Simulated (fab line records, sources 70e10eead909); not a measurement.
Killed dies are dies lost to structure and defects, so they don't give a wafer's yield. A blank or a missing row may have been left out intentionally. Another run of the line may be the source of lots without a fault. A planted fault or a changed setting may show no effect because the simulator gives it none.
What tool caused it?	flow nandHarc	13 lots, 39 wafers sampled, at 1 step of a route of 1302

WHAT THE GAUGES READ, wafer by wafer
NHARC_A_CHANNEL_HOLE_D1_CD_MEAS_18. Usual: cdNm at 99.9 nm, with a standard deviation of 2.4.
lot	measured	on	cdNm (nm)	flag
L856	day 9 06:31	cdSem-03	103.3 102.3 102.0	
L857	day 9 08:38	cdSem-02	96.5 103.6 95.5	
L858	day 9 19:33	cdSem-03	97.9 100.5 97.5	
L859	day 10 09:58	cdSem-02	100.3 102.2 99.0	
L861	day 11 10:01	cdSem-03	102.1 94.4 98.9	
L862	day 11 10:28	cdSem-03	97.0 94.6 97.4	
L864	day 12 02:54	cdSem-02	97.7 100.4 100.3	
L865	day 12 19:54	cdSem-01	98.4 97.9 96.7	
L866	day 13 00:35	cdSem-01	101.5 97.4 102.5	
L870	day 15 00:29	cdSem-03	101.0 102.4 96.2	
L872	day 15 18:40	cdSem-01	98.1 96.7 100.5	
L875	day 17 05:10	cdSem-02	100.2 101.0 99.3	
L877	day 17 18:31	cdSem-02	103.7 100.9 106.3	

WHICH TOOL RAN EACH LOT (tool, then ch and the chambers of the sampled wafers, then the start)
The record shows no process step preceding these readings.

AS READ BY THE TOOLS THEMSELVES (means over the sampled wafers that have a number; for cases with no such wafer, the mark the record gives instead)
The record holds no such reading with a usual standard deviation.

THE ANSWER, worked out from the rows above alone
Rule: a lot counts as off when the mean over its wafers that have a number is more than 3 standard deviations away from the usual mean. Also off: a lot with no number at a reading for which 4 or more lots have one. The other lots that the step has rows for count as sound. After the gauges, taken in route order, come the tools' own readings; for these a lot's mean is taken, as printed above. At the first step where some lot is off, the reading lying furthest off is the one used; lots without a number count as furthest.
None of the lots is off at any reading shown; this tells nothing.

WHAT THE SIMULATOR HAD INSERTED
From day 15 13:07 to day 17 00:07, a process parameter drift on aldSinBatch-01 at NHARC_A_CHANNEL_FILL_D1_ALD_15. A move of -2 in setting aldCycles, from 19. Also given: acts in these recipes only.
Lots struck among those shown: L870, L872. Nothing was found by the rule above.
